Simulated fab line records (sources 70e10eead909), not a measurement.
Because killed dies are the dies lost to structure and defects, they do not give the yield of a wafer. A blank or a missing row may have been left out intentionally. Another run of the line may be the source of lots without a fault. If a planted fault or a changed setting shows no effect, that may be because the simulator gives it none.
fab line records | flow nand-harc | part 2 of 2: steps 5 to 6 of 6
record lots=18 | wafers=54 | last-day=24
route steps=1159 shown A_STAIRCASE@616
lots that met no fault: taken from a fault-free run of the same line
start-h: the number of hours between the record's first day and the start of the first shown wafer of the lot | wait-h: how many hours have passed since the lot's step before this one | " repeats the value in the row above | L1.1+2: one row covering several wafers at once | - no value present, or no start provided | * or withheld: withheld | < > ~ a bound
route shown NAME@n: a module of which the file shows steps, and the number in the route of the first | usual: average and standard deviation across the fault-free wafers | same: alike in all rows | chamber/n: place in a boat | sites: readings site by site | _std_site: the standard deviation of these | _edge_site: mean of outer sites minus mean of inner sites | radius-mm: how far each site lies from the wafer's centre | mask NAME#n: copy n | behind: the last tool/chamber to shape the wafer | hold: why the lot was held/for how many hours/how that ended | device: whichever transistor did not switch (one of n, p or np) | end of line: the tests these same wafers got at the end of their route | a step with no rows: only its recipe | killed: not the wafer's yield, but the dies lost to structure and defects at the first sort | map: per-die view of a wafer (x killed, . not killed, _ where there is no die)
set.NAME: the setting the step ran with; set.NAME@STEP: the setting that earlier step ran with | model.NAME: the simulator's own value behind a step, which no gauge read
steps of the route over a sample of lots; a table a step, a row a wafer
services: a tool's chamber out of use, with start hour (start-h, from the record's first day; less than 0 if before it), hours out, and reason
## steps
# step NHARC_A_STAIRCASE_DESCUM_312
# recipe time-s=3 | o2-flow-sccm=200 | ar-flow-sccm=0 | bias-power-w=0 | chemistry=O2
# usual drypump-motor-current-A=5.7/0.45 | oes-product-au=0.997/0.014 | rf-vpp-V=57.8/0.95 | showerhead-plenum-p-Torr=1.89/0.098 | throttle-valve-pct=11.312/0.0094
lot.wafer | tool        | chamber | start-h | wait-h | drypump-motor-current-A | oes-product-au | rf-hours-counter-h | rf-vpp-V | showerhead-plenum-p-Torr | throttle-valve-pct
L075.3    | rie-diel-01 | 0       | 255.32  | -      | 5.8                     | 0.981          | 34                 | 59.1     | 1.97                     | 11.319
L075.1    | "           | 1       | "       | "      | 5.3                     | 1.009          | 36                 | 58.8     | 2.06                     | 11.323
L075.4    | "           | 2       | "       | "      | 6.1                     | 0.993          | 38                 | 58.6     | 1.95                     | 11.310
L074.1    | rie-diel-02 | 2       | 261.70  | -      | 5.8                     | 0.977          | 37                 | 57.6     | 1.77                     | 11.311
L074.6    | "           | 3       | "       | "      | 5.2                     | 1.002          | -                  | 57.4     | 1.80                     | 11.301
L074.5    | "           | 0       | "       | "      | 6.2                     | 0.990          | -                  | 58.3     | 1.78                     | 11.316
L077.1    | rie-diel-04 | 3       | 275.14  | -      | 5.6                     | 0.979          | 64                 | 58.5     | 1.94                     | 11.321
L077.6    | "           | 3       | "       | "      | 5.6                     | 0.978          | -                  | 56.6     | 1.94                     | 11.328
L077.5    | "           | 0       | "       | "      | 5.0                     | 1.009          | -                  | 58.5     | 2.01                     | 11.317
L078.3    | rie-diel-01 | 1       | 282.79  | -      | 5.3                     | 1.021          | 47                 | 59.5     | 2.06                     | 11.285
L078.4    | "           | 2       | "       | "      | 6.1                     | 1.026          | 47                 | 58.7     | 1.95                     | 11.318
L078.6    | "           | 0       | "       | "      | 5.8                     | 0.996          | -                  | 58.8     | 1.97                     | 11.313
L080.2    | rie-diel-02 | 2       | 295.88  | -      | 5.8                     | 0.971          | 47                 | 56.7     | 1.76                     | 11.310
L080.5    | "           | 0       | "       | "      | 6.2                     | 0.978          | -                  | 57.5     | 1.78                     | 11.308
L080.6    | "           | 1       | "       | "      | 6.3                     | 0.995          | -                  | 58.6     | 1.82                     | 11.298
L081.3    | rie-diel-02 | 3       | 315.04  | -      | 5.2                     | 1.009          | 56                 | 56.6     | 1.80                     | 11.310
L081.4    | "           | 1       | "       | "      | 6.3                     | 0.981          | -                  | 57.9     | 1.82                     | 11.320
L081.5    | "           | 2       | "       | "      | 5.8                     | 0.978          | -                  | 58.0     | 1.76                     | 11.320
L083.2    | rie-diel-02 | 1       | 315.20  | -      | 6.3                     | 0.977          | 61                 | 58.5     | 1.82                     | 11.311
L083.3    | "           | 3       | "       | "      | 5.2                     | 1.006          | 56                 | 56.6     | 1.80                     | 11.300
L083.6    | "           | 3       | "       | "      | 5.2                     | 0.998          | -                  | 57.1     | 1.80                     | 11.316
L084.3    | rie-diel-02 | 3       | 322.37  | -      | 5.2                     | 1.006          | 60                 | 58.7     | 1.80                     | 11.309
L084.4    | "           | 2       | "       | "      | 5.8                     | 0.964          | 60                 | 57.1     | 1.76                     | 11.298
L084.6    | "           | 3       | "       | "      | 5.2                     | 1.006          | -                  | 56.1     | 1.80                     | 11.305
L085.3    | rie-diel-02 | 3       | 336.95  | -      | 5.2                     | 1.031          | 0                  | 57.4     | 1.79                     | 11.304
L085.6    | "           | 2       | "       | "      | 5.9                     | 0.974          | -                  | 58.8     | 2.08                     | 11.311
L085.5    | "           | 3       | "       | "      | 5.2                     | 1.032          | -                  | 58.3     | 1.79                     | 11.309
L086.1    | rie-diel-01 | 1       | 337.72  | -      | 5.3                     | 1.005          | 7                  | 56.7     | 2.05                     | 11.299
L086.3    | "           | 2       | "       | "      | 6.1                     | 1.011          | 3                  | 58.5     | 1.95                     | 11.325
L086.6    | "           | 2       | "       | "      | 6.1                     | 1.021          | -                  | 57.3     | 1.95                     | 11.308
L087.3    | rie-diel-04 | 0       | 339.88  | -      | 5.0                     | 0.984          | 19                 | 56.8     | 2.01                     | 11.298
L087.5    | "           | 3       | "       | "      | 5.6                     | 0.976          | -                  | 59.1     | 1.93                     | 11.305
L087.6    | "           | 0       | "       | "      | 5.0                     | 0.992          | -                  | 59.1     | 2.01                     | 11.292
L089.1    | rie-diel-04 | 1       | 348.50  | -      | 5.9                     | 0.999          | 23                 | 58.8     | 1.93                     | 11.316
L089.4    | "           | 2       | "       | "      | 5.4                     | 1.001          | 22                 | 56.5     | 1.87                     | 11.298
L089.5    | "           | 3       | "       | "      | 5.6                     | 0.980          | -                  | 58.1     | 1.93                     | 11.316
L090.2    | rie-diel-02 | 1       | 356.57  | -      | 6.3                     | 0.993          | 7                  | 57.8     | 1.82                     | 11.310
L090.6    | "           | 2       | "       | "      | 5.8                     | 0.985          | -                  | 57.7     | 2.07                     | 11.302
L090.4    | "           | 1       | "       | "      | 6.3                     | 1.008          | -                  | 56.2     | 1.82                     | 11.325
L092.3    | rie-diel-02 | 1       | 372.00  | -      | 6.3                     | 1.001          | 13                 | 55.9     | 1.82                     | 11.312
L092.2    | "           | 2       | "       | "      | 5.8                     | 0.994          | 12                 | 59.2     | 2.07                     | 11.297
L092.5    | "           | 3       | "       | "      | 5.2                     | 1.020          | -                  | 56.9     | 1.79                     | 11.310
L095.3    | rie-diel-04 | 3       | 385.81  | -      | 5.6                     | 0.984          | 35                 | 59.3     | 1.92                     | 11.310
L095.2    | "           | 0       | "       | "      | 5.0                     | 1.009          | 36                 | 57.6     | 2.00                     | 11.286
L095.6    | "           | 2       | "       | "      | 5.4                     | 1.002          | -                  | 58.0     | 1.87                     | 11.323
L094.4    | rie-diel-02 | 0       | 386.15  | -      | 6.2                     | 0.991          | 20                 | 57.6     | 1.77                     | 11.297
L094.5    | "           | 0       | "       | "      | 6.2                     | 1.007          | -                  | 57.5     | 1.77                     | 11.315
L094.6    | "           | 1       | "       | "      | 6.3                     | 0.989          | -                  | 58.7     | 1.81                     | 11.332
L096.2    | rie-diel-04 | 1       | 388.88  | -      | 5.9                     | 1.027          | 38                 | 58.2     | 1.93                     | 11.324
L096.5    | "           | 3       | "       | "      | 5.6                     | 0.992          | -                  | 57.8     | 1.92                     | 11.307
L096.6    | "           | 0       | "       | "      | 5.0                     | 1.019          | -                  | 57.6     | 2.00                     | 11.321
L097.3    | rie-diel-01 | 3       | 393.53  | -      | 5.0                     | 0.989          | 27                 | 59.3     | 1.79                     | 11.301
L097.5    | "           | 3       | "       | "      | 5.0                     | 0.992          | -                  | 58.0     | 1.79                     | 11.305
L097.4    | "           | 2       | "       | "      | 6.1                     | 1.010          | -                  | 57.8     | 1.94                     | 11.328
# step NHARC_A_STAIRCASE_ETCH_313
# recipe cf4-flow-sccm=100 | chf3-flow-sccm=30 | ar-flow-sccm=0 | rf-w=500 | bias-w=200 | chemistry=CF4/CHF3
# usual bias-w=199.9/0.65 | drypump-motor-current-A=5.7/0.45 | oes-product-au=0.932/0.021 | rf-fwd-power-W=496.6/1.7 | rf-vpp-V=369.7/2.7 | showerhead-plenum-p-Torr=1.55/0.073 | throttle-valve-pct=16.802/0.0083
lot.wafer | tool        | chamber | start-h | wait-h | bias-w | drypump-motor-current-A | oes-product-au | rf-fwd-power-W | rf-hours-counter-h | rf-vpp-V | showerhead-plenum-p-Torr | throttle-valve-pct
L075.3    | rie-diel-01 | 2       | 255.42  | 0.1    | 200.2  | 6.2                     | 0.923          | 497.4          | 38                 | 372.7    | 1.60                     | 16.788
L075.4    | "           | 0       | "       | "      | 199.3  | 5.8                     | 0.932          | 496.7          | 34                 | 371.7    | 1.62                     | 16.812
L075.1    | "           | 1       | "       | "      | 199.5  | 5.3                     | 0.944          | 498.7          | 36                 | 376.1    | 1.69                     | 16.797
L074.1    | rie-diel-02 | 3       | 261.77  | 0.1    | 200.0  | 5.2                     | 0.940          | 496.2          | 36                 | 366.8    | 1.49                     | 16.808
L074.5    | "           | 2       | "       | "      | 200.6  | 5.8                     | 0.906          | 496.1          | -                  | 366.1    | 1.46                     | 16.799
L074.6    | "           | 3       | "       | "      | 200.5  | 5.2                     | 0.927          | 497.5          | -                  | 367.5    | 1.49                     | 16.804
L077.1    | rie-diel-04 | 0       | 275.26  | 0.1    | 199.9  | 5.0                     | 0.930          | 495.9          | 61                 | 373.7    | 1.65                     | 16.791
L077.6    | "           | 1       | "       | "      | 199.1  | 6.0                     | 0.920          | 495.9          | -                  | 371.2    | 1.59                     | 16.787
L077.5    | "           | 2       | "       | "      | 199.6  | 5.4                     | 0.938          | 493.0          | -                  | 369.4    | 1.55                     | 16.809
L078.3    | rie-diel-01 | 1       | 282.89  | 0.1    | 200.0  | 5.3                     | 0.932          | 496.1          | 47                 | 375.7    | 1.69                     | 16.801
L078.4    | "           | 2       | "       | "      | 200.0  | 6.1                     | 0.930          | 495.0          | 47                 | 371.1    | 1.60                     | 16.807
L078.6    | "           | 3       | "       | "      | 199.0  | 5.0                     | 0.917          | 495.6          | -                  | 367.6    | 1.49                     | 16.796
L080.2    | rie-diel-02 | 3       | 295.96  | 0.1    | 200.2  | 5.2                     | 0.930          | 498.0          | 47                 | 366.9    | 1.48                     | 16.799
L080.6    | "           | 3       | "       | "      | 200.0  | 5.2                     | 0.933          | 494.6          | -                  | 366.6    | 1.48                     | 16.802
L080.5    | "           | 0       | "       | "      | 200.4  | 6.2                     | 0.905          | 498.2          | -                  | 367.9    | 1.47                     | 16.789
L081.3    | rie-diel-02 | 1       | 315.12  | 0.1    | 199.6  | 6.3                     | 0.903          | 496.9          | 61                 | 369.2    | 1.50                     | 16.782
L081.4    | "           | 1       | "       | "      | 199.7  | 6.3                     | 0.911          | 499.6          | -                  | 367.1    | 1.50                     | 16.804
L081.5    | "           | 2       | "       | "      | 199.5  | 5.8                     | 0.905          | 498.4          | -                  | 367.7    | 1.45                     | 16.799
L083.3    | rie-diel-02 | 1       | 315.50  | 0.3    | 199.3  | 6.3                     | 0.914          | 498.3          | 61                 | 367.5    | 1.50                     | 16.795
L083.2    | "           | 2       | "       | "      | 200.7  | 5.8                     | 0.910          | 498.9          | 57                 | 366.1    | 1.45                     | 16.804
L083.6    | "           | 2       | "       | "      | 199.9  | 5.8                     | 0.899          | 499.4          | -                  | 365.5    | 1.45                     | 16.812
L084.3    | rie-diel-02 | 0       | 322.56  | 0.2    | 201.5  | 6.2                     | 0.911          | 498.4          | 59                 | 366.4    | 1.47                     | 16.794
L084.4    | "           | 3       | "       | "      | 200.5  | 5.2                     | 0.932          | 497.3          | 60                 | 365.8    | 1.48                     | 16.804
L084.6    | "           | 1       | "       | "      | 199.6  | 6.3                     | 0.908          | 494.6          | -                  | 368.6    | 1.50                     | 16.806
L085.3    | rie-diel-02 | 1       | 337.04  | 0.1    | 200.4  | 6.3                     | 0.954          | 497.5          | 0                  | 369.0    | 1.50                     | 16.804
L085.5    | "           | 0       | "       | "      | 201.0  | 6.2                     | 0.955          | 499.1          | -                  | 366.0    | 1.47                     | 16.807
L085.6    | "           | 1       | "       | "      | 200.2  | 6.3                     | 0.950          | 497.4          | -                  | 368.0    | 1.50                     | 16.794
L086.3    | rie-diel-01 | 1       | 337.86  | 0.1    | 199.4  | 5.3                     | 0.924          | 494.6          | 7                  | 373.0    | 1.68                     | 16.810
L086.1    | "           | 2       | "       | "      | 199.6  | 6.2                     | 0.940          | 500.4          | 3                  | 370.9    | 1.60                     | 16.815
L086.6    | "           | 2       | "       | "      | 198.2  | 6.2                     | 0.937          | 498.3          | -                  | 371.5    | 1.60                     | 16.815
L087.3    | rie-diel-04 | 2       | 340.08  | 0.2    | 200.8  | 5.4                     | 0.940          | 493.7          | 18                 | 370.2    | 1.54                     | 16.804
L087.5    | "           | 1       | "       | "      | 199.0  | 6.0                     | 0.954          | 495.1          | -                  | 371.8    | 1.59                     | 16.809
L087.6    | "           | 2       | "       | "      | 199.6  | 5.4                     | 0.946          | 495.6          | -                  | 369.4    | 1.54                     | 16.790
L089.4    | rie-diel-04 | 1       | 348.71  | 0.2    | 199.0  | 5.9                     | 0.940          | 497.0          | 23                 | 371.4    | 1.59                     | 16.802
L089.1    | "           | 2       | "       | "      | 200.3  | 5.4                     | 0.925          | 494.9          | 22                 | 369.7    | 1.54                     | 16.808
L089.5    | "           | 1       | "       | "      | 199.0  | 5.9                     | 0.931          | 497.5          | -                  | 372.1    | 1.59                     | 16.803
L090.2    | rie-diel-02 | 0       | 356.68  | 0.1    | 200.1  | 6.2                     | 0.917          | 495.2          | 8                  | 363.8    | 1.46                     | 16.808
L090.6    | "           | 1       | "       | "      | 200.2  | 6.3                     | 0.925          | 498.1          | -                  | 369.0    | 1.50                     | 16.809
L090.4    | "           | 0       | "       | "      | 200.3  | 6.2                     | 0.933          | 496.3          | -                  | 365.5    | 1.46                     | 16.798
L092.2    | rie-diel-02 | 0       | 372.08  | 0.1    | 200.3  | 6.2                     | 0.925          | 499.1          | 13                 | 366.6    | 1.46                     | 16.806
L092.3    | "           | 2       | "       | "      | 198.3  | 5.8                     | 0.918          | 497.4          | 12                 | 376.4    | 1.70                     | 16.817
L092.5    | "           | 3       | "       | "      | 199.8  | 5.2                     | 0.938          | 496.7          | -                  | 367.0    | 1.48                     | 16.798
L095.3    | rie-diel-04 | 0       | 385.88  | 0.1    | 200.5  | 5.0                     | 0.977          | 496.0          | 36                 | 372.9    | 1.64                     | 16.807
L095.2    | "           | 2       | "       | "      | 199.6  | 5.4                     | 0.962          | 494.0          | 37                 | 369.2    | 1.54                     | 16.802
L095.6    | "           | 0       | "       | "      | 200.3  | 5.0                     | 0.974          | 496.0          | -                  | 372.9    | 1.64                     | 16.797
L094.4    | rie-diel-02 | 1       | 386.26  | 0.1    | 199.4  | 6.3                     | 0.923          | 496.8          | 19                 | 367.2    | 1.50                     | 16.799
L094.6    | "           | 3       | "       | "      | 199.9  | 5.2                     | 0.947          | 497.3          | -                  | 367.0    | 1.48                     | 16.793
L094.5    | "           | 0       | "       | "      | 199.7  | 6.2                     | 0.926          | 497.8          | -                  | 366.5    | 1.46                     | 16.807
L096.2    | rie-diel-04 | 2       | 389.01  | 0.1    | 200.0  | 5.4                     | 0.964          | 495.1          | 38                 | 370.1    | 1.54                     | 16.807
L096.5    | "           | 1       | "       | "      | 199.4  | 5.9                     | 0.969          | 495.4          | -                  | 370.4    | 1.58                     | 16.804
L096.6    | "           | 2       | "       | "      | 199.0  | 5.4                     | 0.969          | 493.6          | -                  | 368.8    | 1.54                     | 16.790
L097.3    | rie-diel-01 | 2       | 393.65  | 0.1    | 200.7  | 6.1                     | 0.972          | 498.1          | 23                 | 372.1    | 1.59                     | 16.806
L097.5    | "           | 1       | "       | "      | 199.6  | 5.3                     | 0.975          | 495.8          | -                  | 373.6    | 1.68                     | 16.805
L097.4    | "           | 2       | "       | "      | 200.5  | 6.1                     | 0.971          | 499.0          | -                  | 370.7    | 1.59                     | 16.806
## services
tool        | chamber | start-h | hours | kind
rie-diel-02 | 2       | 219.20  | 6.0   | repair
rie-diel-01 | 0       | 220.55  | -     | clean
rie-diel-01 | 1       | 220.55  | -     | clean
rie-diel-01 | 2       | 220.55  | -     | clean
rie-diel-01 | 3       | 220.55  | -     | clean
rie-diel-01 | 0       | 245.05  | -     | clean
rie-diel-01 | 1       | 245.05  | -     | clean
rie-diel-01 | 2       | 245.05  | -     | clean
rie-diel-01 | 3       | 245.05  | -     | clean
rie-diel-01 | 2       | 263.02  | 6.3   | repair
rie-diel-01 | 0       | 269.98  | -     | clean
rie-diel-01 | 1       | 269.98  | -     | clean
rie-diel-01 | 2       | 269.98  | -     | clean
rie-diel-01 | 3       | 269.98  | -     | clean
rie-diel-01 | 3       | 272.30  | 2.7   | repair
rie-diel-04 | -       | 288.97  | 9.0   | pm
rie-diel-01 | 0       | 294.48  | -     | clean
rie-diel-01 | 1       | 294.48  | -     | clean
rie-diel-02 | 0       | 310.33  | 8.5   | repair
rie-diel-01 | -       | 314.81  | 9.0   | pm
rie-diel-01 | 2       | 323.83  | 8.6   | repair
rie-diel-02 | -       | 327.70  | 9.0   | pm
rie-diel-02 | 3       | 355.46  | 16.0  | repair
rie-diel-01 | 0       | 390.21  | 8.2   | repair
